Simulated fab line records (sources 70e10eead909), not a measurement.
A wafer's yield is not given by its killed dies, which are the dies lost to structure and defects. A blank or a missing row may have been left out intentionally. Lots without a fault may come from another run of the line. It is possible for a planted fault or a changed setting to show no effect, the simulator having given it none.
Which tool is to blame? | flow nand harc | 13 lots with 39 wafers sampled at 4 steps, on a route of 1302 steps

WHAT THE GAUGES READ, wafer by wafer
NHARC_A_ONON_D1_THK_MEAS_34: measures by ellipsometry. Usual: 199.9 nm for thk nm, sd 2.6.
lot  | measured     | on            | thk nm (nm)       | flag
L556 | day 8 13:47  | film metro-02 | 198.6 202.7 198.2 |
L557 | day 9 01:41  | film metro-01 | 200.9 199.2 201.5 |
L558 | day 9 11:52  | film metro-01 | 200.2 197.4 196.4 |
L560 | day 10 10:10 | film metro-02 | 196.4 201.4 198.8 |
L562 | day 11 03:49 | film metro-02 | 197.3 194.8 198.2 |
L561 | day 11 03:52 | film metro-01 | 198.7 199.1 200.7 |
L564 | day 12 06:30 | film metro-01 | 197.5 196.8 202.1 |
L565 | day 12 06:43 | film metro-02 | 199.5 201.5 204.2 |
L566 | day 13 00:58 | film metro-01 | 194.4 197.7 199.0 |
L570 | day 14 21:31 | film metro-01 | 202.0 203.4 206.1 |
L576 | day 16 18:06 | film metro-01 | 200.6 203.2 202.9 |
L577 | day 17 06:38 | film metro-01 | 197.8 200.6 199.7 |
L578 | day 17 19:29 | film metro-02 | 193.5 197.6 203.9 |

NHARC_A_CHANNEL_FILL_D1_INSPECT_13. Usual: 317 for raw defect count, sd 130.
lot  | measured     | on                | raw defect count | flag
L556 | day 11 09:14 | defect inspect-02 | 642 420 542      |
L557 | day 11 21:26 | defect inspect-02 | 202 205 185      |
L558 | day 12 09:13 | defect inspect-01 | 251 233 316      |
L560 | day 12 22:44 | defect inspect-02 | 330 287 279      |
L562 | day 13 16:44 | defect inspect-02 | 204 264 217      |
L561 | day 13 16:44 | defect inspect-01 | 240 328 469      |
L564 | day 14 20:27 | defect inspect-02 | 563 485 203      |
L565 | day 14 20:28 | defect inspect-01 | 293 283 430      |
L566 | day 15 15:24 | defect inspect-02 | 370 212 200      |
L570 | day 17 07:37 | defect inspect-01 | 355 208 205      |
L576 | day 19 14:07 | defect inspect-01 | 744 486 352      |
L577 | day 20 00:07 | defect inspect-01 | 259 173 207      |
L578 | day 20 09:33 | defect inspect-02 | 190 234 212      |

TOOL THAT RAN EACH LOT (tool first, then ch and the chambers of the sampled wafers, then the start)
lot  | NHARC_A_CHANNEL_HOLE_D1_ETCH_22  | NHARC_A_CHANNEL_FILL_D1_ALD_14
L556 | har etch-02 ch 0,1, day 8 19:48  | ald hk-04 ch 1,2,3, day 9 07:53
L557 | har etch-01 ch 0,1, day 9 07:04  | ald hk-02 ch 1,2,3, day 10 04:17
L558 | har etch-01 ch 0,1, day 10 01:54 | ald hk-03 ch 0,1,3, day 10 14:42
L560 | har etch-01 ch 0,1, day 10 15:50 | ald hk-04 ch 0,2,3, day 11 04:56
L562 | har etch-02 ch 1, day 11 09:02   | ald hk-02 ch 0,2,3, day 11 21:02
L561 | har etch-01 ch 0,1, day 11 09:21 | ald hk-03 ch 0,1,3, day 11 20:58
L564 | har etch-01 ch 0,1, day 12 15:19 | ald hk-03 ch 1,2,3, day 13 03:33
L565 | har etch-02 ch 0,1, day 12 17:07 | ald hk-02 ch 1,2,3, day 13 03:33
L566 | har etch-01 ch 0,1, day 13 06:16 | ald hk-03 ch 1,2,3, day 13 19:39
L570 | har etch-01 ch 0, day 15 02:33   | ald hk-03 ch 1,2, day 15 14:36
L576 | har etch-01 ch 0,1, day 17 09:16 | ald hk-04 ch 0,3, day 17 21:07
L577 | har etch-02 ch 0,1, day 17 14:29 | ald hk-04 ch 0,1,3, day 18 03:34
L578 | har etch-01 ch 0,1, day 18 04:48 | ald hk-04 ch 1,2, day 18 16:38
- NHARC_A_CHANNEL_HOLE_D1_ETCH_22: etches the open film in C4F8/O2/Ar, time 666.7 s, target depth 1600 nm.
- NHARC_A_CHANNEL_FILL_D1_ALD_14: deposits SiO2, target thk 2.5 nm, pulse time 10 s, ald cycles 25.

AS READ BY THE TOOLS THEMSELVES (means over the sampled wafers that have a number; for cases with no such wafer, the mark the record gives instead)
NHARC_A_CHANNEL_HOLE_D1_ETCH_22. Usual: drypump motor current A 5.9 A, standard deviation 0.31; he backside leak sccm 6.2 sccm, standard deviation 0.86; oes air line au 0.999 a.u., standard deviation 0.021; showerhead plenum p Torr 3.57 Torr, standard deviation 0.13; throttle valve pct 32.156 %, standard deviation 0.0098.
lot  | tool        | drypump motor current A (A) | he backside leak sccm (sccm) | oes air line au (a.u.) | showerhead plenum p Torr (Torr) | throttle valve pct (%) | flag
L556 | har etch-02 | 5.8                         | 6.8                          | 1.000                  | 3.46                            | 32.154                 |
L557 | har etch-01 | 5.9                         | 5.6                          | 0.999                  | 3.67                            | 32.156                 |
L558 | har etch-01 | 5.9                         | 5.7                          | 0.994                  | 3.67                            | 32.152                 |
L560 | har etch-01 | 5.9                         | 5.7                          | 0.984                  | 3.67                            | 32.156                 |
L562 | har etch-02 | 6.3                         | 6.7                          | 0.988                  | 3.45                            | 32.151                 |
L561 | har etch-01 | 6.0                         | 5.5                          | 0.998                  | 3.61                            | 32.161                 |
L564 | har etch-01 | 6.0                         | 7.1                          | 1.000                  | 3.60                            | 32.163                 |
L565 | har etch-02 | 6.0                         | 7.0                          | 0.999                  | 3.43                            | 32.158                 |
L566 | har etch-01 | 6.1                         | 5.6                          | 0.992                  | 3.59                            | 32.152                 |
L570 | har etch-01 | 5.7                         | 6.1                          | 0.996                  | 3.69                            | 32.160                 |
L576 | har etch-01 | 6.0                         | 5.7                          | 1.025                  | 3.56                            | 32.164                 |
L577 | har etch-02 | 5.8                         | 4.9                          | 1.008                  | 3.93                            | 32.150                 |
L578 | har etch-01 | 6.0                         | 5.5                          | 1.004                  | 3.55                            | 32.152                 |

NHARC_A_CHANNEL_FILL_D1_ALD_14. Usual: heater power w 458 W, standard deviation 31; precursor pulse height rel 1.003, standard deviation 0.02.
lot  | tool      | heater power w (W) | precursor pulse height rel | flag
L556 | ald hk-04 | 474                | 1.011                      |
L557 | ald hk-02 | 457                | 1.003                      |
L558 | ald hk-03 | 440                | 1.004                      |
L560 | ald hk-04 | 468                | 0.992                      |
L562 | ald hk-02 | 455                | 1.012                      |
L561 | ald hk-03 | 439                | 0.993                      |
L564 | ald hk-03 | 453                | 0.997                      |
L565 | ald hk-02 | 448                | 1.015                      |
L566 | ald hk-03 | 459                | 1.020                      |
L570 | ald hk-03 | 476                | 1.009                      |
L576 | ald hk-04 | 459                | 0.999                      |
L577 | ald hk-04 | 473                | 0.988                      |
L578 | ald hk-04 | 489                | 0.996                      |

THE ANSWER, worked out from the rows above alone
Rule: take the mean of a lot's wafers that have a number; if it is more than 3 standard deviations from the usual mean, the lot is off. Also off: a lot with no number at a reading for which 4 or more lots have one. All remaining lots with rows at the step are treated as sound. The gauges are gone through in route order, then the tools' own readings, and for those a lot's mean is taken as printed above. The first step at which some lot is off is used, and at that step the reading that is off furthest; a lot without a number counts as furthest.
No lot is off on any of the readings shown, so nothing can be concluded from this.

WHAT HAD BEEN PUT IN BY THE SIMULATOR
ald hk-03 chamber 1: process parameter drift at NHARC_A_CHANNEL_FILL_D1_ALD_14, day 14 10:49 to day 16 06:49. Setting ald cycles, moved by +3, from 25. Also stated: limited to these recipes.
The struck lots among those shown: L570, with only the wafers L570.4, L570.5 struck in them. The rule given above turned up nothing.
